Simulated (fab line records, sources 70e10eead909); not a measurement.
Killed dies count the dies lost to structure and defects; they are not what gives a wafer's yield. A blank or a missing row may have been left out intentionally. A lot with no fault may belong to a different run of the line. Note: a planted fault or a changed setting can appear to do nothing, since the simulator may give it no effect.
Matching of chambers || flow nand_harc || 4 sister chambers for NHARC_A_WL_FILL_CMP_12 on cmp-04
The step polishes, t overpolish 30 s, target thk 100 nm. 4 wafers are shown with their chamber, then 8 later ones without.

== EACH WAFER AND ITS CHAMBER ==
{"wafer": "L086.2", "chamber": 3, "motor_current_A (A)": 12.6}
{"wafer": "L086.4", "chamber": 0, "motor_current_A (A)": 10.7}
{"wafer": "L086.5", "chamber": 1, "motor_current_A (A)": 12.4}
{"wafer": "L090.2", "chamber": 2, "motor_current_A (A)": 12.3}

== WAFERS WHOSE CHAMBER IS MISSING ==
{"wafer": "L090.5", "motor_current_A (A)": 12.4}
{"wafer": "L090.6", "motor_current_A (A)": 12.0}
{"wafer": "L095.1", "motor_current_A (A)": 12.6}
{"wafer": "L095.4", "motor_current_A (A)": 12.7}
{"wafer": "L095.5", "motor_current_A (A)": 13.2}
{"wafer": "L096.2", "motor_current_A (A)": 11.4}
{"wafer": "L096.3", "motor_current_A (A)": 11.9}
{"wafer": "L096.6", "motor_current_A (A)": 10.8}

== THE CHAMBER EACH PASSED THROUGH ==
{"wafer": "L090.5", "from the rows above": "can't be placed: 1 or 2 or 3", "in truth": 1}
{"wafer": "L090.6", "from the rows above": "can't be placed: 2 or 1 or 3", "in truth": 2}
{"wafer": "L095.1", "from the rows above": "can't be placed: 3 or 1 or 2", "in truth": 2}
{"wafer": "L095.4", "from the rows above": "can't be placed: 3 or 1 or 2", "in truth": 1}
{"wafer": "L095.5", "from the rows above": "can't be placed: 3 or 1 or 2", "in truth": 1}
{"wafer": "L096.2", "from the rows above": "can't be placed: 0 or 2 or 1 or 3", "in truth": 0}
{"wafer": "L096.3", "from the rows above": "can't be placed: 2 or 1 or 3", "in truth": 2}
{"wafer": "L096.6", "from the rows above": 0, "in truth": 0}
1 of 8 placed correctly. These rows do not allow placing 7 (true chamber among the candidates in 7). 0 placed wrongly.
How it was worked out, from the rows above alone: a wafer's distance from a chamber is the root of the sum, over the readings, of the square of ((its reading less the chamber's mean) divided by the reading's scatter). The wafer belongs to the nearest chamber; if the next one is less than 2 further off, it can't be placed. Each chamber's mean is taken over the wafers shown for it. The scatter: with one shown wafer a chamber, the root of the mean of the squares of how far each hidden wafer lies from its nearest shown one.
